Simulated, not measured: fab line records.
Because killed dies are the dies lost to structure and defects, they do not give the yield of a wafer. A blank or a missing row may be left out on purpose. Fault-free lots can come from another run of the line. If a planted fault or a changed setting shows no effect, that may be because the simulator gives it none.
Comparing a struck lot with a sound one -- flow n5-finfet -- 37 steps out of a route of 1938
Sound: these wafers, L114.4, L114.5, L114.6. Struck: wafers L129.3, L129.4. (L129.6 of the same lot was not struck and is left out.) The cause comes at the end.
Per side, at each step with rows, come the tool, then ch with its chambers, and then its first start. Under that, the readings that differ: sound wafers -- struck wafers -- difference of the means -- sigmas: that difference in standard deviations of wafers without a fault.
alike: same words and numbers on both sides, and readings whose means sit less than 2 such deviations apart. not compared: any withheld reading, any reading some wafer has no value for, any bound like >300 that may hide the same value, and any number with overlapping values for which the record gives no deviation.
A row with sigmas, a row that says differs or no value, or rows on one side alone: a step with any of these is where the two part. Numbers that have no deviation but don't overlap get no sigmas and don't part them. A reading that every wafer of one side lacks parts them only if that side has two wafers or more.

first, 9 steps without rows for these wafers: N5_PMOS_HMC_CHANNEL_EPI_EPI_26 (deposits Si from SiH4/H2, target thk 3.8 nm, time 22.7 s); N5_FIN_SAQP_PRECLEAN_42 (cleans in O3/DIW, time 60 s); N5_FIN_SAQP_PRECLEAN_00 (cleans in SC1, time 60 s); N5_FIN_SAQP_PRECLEAN_44 (cleans in SC2, time 45 s); N5_FIN_SAQP_SRD_01 (time 30 s); N5_FIN_SAQP_ALD_61 (deposits SiO2, target thk 4 nm, pulse time 1 s, purge time 2 s); N5_FIN_SAQP_DENSIFY_62 (time 60 s); N5_FIN_SAQP_HM_DEP_03 (deposits SiNx from SiH4/NH3/N2, target thk 38 nm, time 33.6 s); N5_FIN_SAQP_PECVD_47 (deposits a-Si from SiH4/He, target thk 45 nm, time 36.3 s).
N5_FIN_SAQP_PECVD_48: deposits SiNx from SiH4/NH3/N2, target thk 25 nm, time 22.1 s.
  sound on pecvd-04 ch 0,1,2, day 2 21:12; struck on pecvd-01 ch 0,1, day 6 19:20
reading,sound,struck,difference,sigmas
model.SiNx_of_FIN_SAQP_PECVD_48.thk-nm (nm),24.36 24.53 24.77,31.94 32.33,+7.58,
  alike: heater-power-w, showerhead-plenum-p-Torr, throttle-valve-pct
then, 24 steps without rows for these wafers: N5_FIN_SAQP_PECVD_06 (deposits a-Si from SiH4/He, target thk 60 nm, time 48.1 s); N5_FIN_SAQP_HM_DEP_72 (deposits SiO2 from SiH4/N2O, target thk 12 nm, time 7.2 s); N5_FIN_SAQP_COAT_49 (time 60 s, resist thk 100 nm); N5_FIN_SAQP_COAT_50 (time 60 s, resist thk 35 nm); N5_FIN_SAQP_COAT_10 (resist thk 90 nm); N5_FIN_SAQP_EBR_12; N5_FIN_SAQP_SOFTBAKE_11 (time 60 s); N5_FIN_SAQP_EXPOSE_13 (exposes mask FIN CORE, target cd 35.6 nm); N5_FIN_SAQP_PEB_14 (peb time 60 s); N5_FIN_SAQP_DEVELOP_15 (develop time 30 s); N5_FIN_SAQP_DESCUM_21 (chemistry O2, time 7.9 s); N5_FIN_SAQP_ETCH_51 (etches SiARC in CF4, target depth 45.5 nm, time 75.8 s); N5_FIN_SAQP_ETCH_52 (etches SOC in N2/H2, target depth 100 nm, overetch 20 nm, time 150 s); N5_FIN_SAQP_STRIP_53 (strips in N2/H2); N5_FIN_SAQP_HM_OPEN_73 (chemistry CHF3/O2, target SiO2, stops on a-Si, target depth 12 nm, time 16.8 s); N5_FIN_SAQP_STRIP_74 (strips in CHF3/O2); N5_FIN_SAQP_MANDREL_ETCH_22 (etches a-Si in HBr/Cl2, stops on SiNx, target depth 60 nm, bt time 10 s, time 30 s); N5_FIN_SAQP_STRIP_55 (strips in N2/H2); N5_FIN_SAQP_STRIP_23 (strips in SPM, time 750 s); N5_FIN_SAQP_SRD_66 (time 30 s); N5_FIN_SAQP_RECESS_75 (chemistry HF/NH3, target SiO2, target depth 14.4 nm, afs cycles 3, sublimation time 60 s); N5_FIN_SAQP_SPACER1_ALD_24 (deposits SiO2, target thk 20.3 nm, pulse time 1 s, purge time 2 s); N5_FIN_SAQP_SPACER1_ETCHBACK_25 (etches SiO2 in CHF3/O2, target depth 24.4 nm, time 12.2 s); N5_FIN_SAQP_MANDREL1_REMOVE_56 (chemistry HBr/Cl2/O2, target a-Si, stops on SiNx, bt time 10 s).
N5_FIN_SAQP_ETCH_57: etches SiNx in CH3F/O2, target depth 32.5 nm, time 46.4 s.
  sound on rie-diel-04 ch 0,1,3, day 3 00:03; struck on rie-diel-03 ch 0,3, day 6 21:59
reading,sound,struck,difference,sigmas
etch-rf-on-time-s (s),45.4 45.7 45.3,60.0 60.9,+15.0,+17
rf-hours-counter-h (h),- - -,221 215,no value on the sound wafers,
model.etch.depth-nm (nm),24.36 24.53 24.77,31.94 32.3,+7.57,
  alike: chamber-pressure-mTorr, drypump-motor-current-A, oes-product-au, rf-vpp-V, showerhead-plenum-p-Torr, throttle-valve-pct
-- record jumps: 6 days separate the struck wafers' starts on either side; left off in module FIN_SAQP, taken up again in module BEOL_M4, whose first shown step is the route's number 1111 --
N5_BEOL_M4_RC_MEAS_101:
  sound on prober-01 ch 0, day 8 21:28; struck on prober-01 ch 0, day 12 22:47
reading,sound,struck,difference,sigmas
VT_N (mV),256.6 252.7 252.7,248.7 249.4,-4.9,-2
  alike: DIBL_N, DIBL_P, IOFF_N, IOFF_P, ION_N, ION_P, SS_N, SS_P, VT_P
-- here the record skips 4 days between the struck wafers' starts before and after, leaving off in module BEOL_M4 and picking up in module PASSIVATION (first step shown: number 1936 of the route) --
N5_PASSIVATION_PROBE_49:
  record: rows for the struck wafers here (prober-01, day 17 09:40), none for the sound ones

## WHERE THEY PART
Last at N5_PASSIVATION_PROBE_49 as far as this record goes, first at N5_FIN_SAQP_ETCH_57.

WHY: what the simulator had put in
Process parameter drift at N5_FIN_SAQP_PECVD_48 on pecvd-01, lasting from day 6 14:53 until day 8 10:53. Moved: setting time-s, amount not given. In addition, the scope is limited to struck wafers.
